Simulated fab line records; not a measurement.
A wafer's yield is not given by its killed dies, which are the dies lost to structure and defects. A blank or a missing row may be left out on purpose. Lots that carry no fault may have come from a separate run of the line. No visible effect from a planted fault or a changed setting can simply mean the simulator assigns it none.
Chamber matching -- flow n5 finfet -- ald metal-04 running N5_BEOL_M11_ALD_74: 4 sister chambers
The step deposits TaN, target thk 2 nm, pulse time 2 s, purge time 3 s. 8 wafers are shown with their chamber, then 7 later ones without.

WAFERS, EACH WITH ITS CHAMBER
wafer,chamber,heater power w (W),precursor vessel temp c (C)
L076.2,0,364,74.79
L083.3,0,367,75.12
L083.4,1,402,74.84
L086.4,1,405,74.87
L086.5,2,398,74.94
L086.6,3,447,75.04
L085.3,3,452,75.00
L085.4,2,393,74.93

WAFERS WHOSE CHAMBER IS MISSING
wafer,heater power w (W),precursor vessel temp c (C)
L085.5,453,74.90
L088.2,361,74.83
L088.4,398,75.11
L088.5,362,74.97
L095.2,372,75.18
L095.3,355,74.78
L095.5,387,75.19

WHICH CHAMBER EACH ONE RAN IN
wafer,from the rows above,in truth
L085.5,3,3
L088.2,0,0
L088.4,can't be placed: 2 or 1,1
L088.5,0,0
L095.2,0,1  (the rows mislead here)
L095.3,0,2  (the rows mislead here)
L095.5,2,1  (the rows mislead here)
Placed correctly: 3 of 7. Unplaceable from these rows: 1, with the true chamber sitting among the candidates in 1. Wrongly placed: 3.
How it was worked out, from the rows above alone: a wafer's distance from a chamber is the root of the sum, over the readings, of the square of ((its reading less the chamber's mean) divided by the reading's scatter). The wafer belongs to the nearest chamber; if the next one is less than 2 further off, it can't be placed. A chamber's mean is the mean of its shown wafers. The scatter: the root of (the sum of the squares of (reading less its chamber's mean) over the shown wafers, divided by (wafers less chambers)).
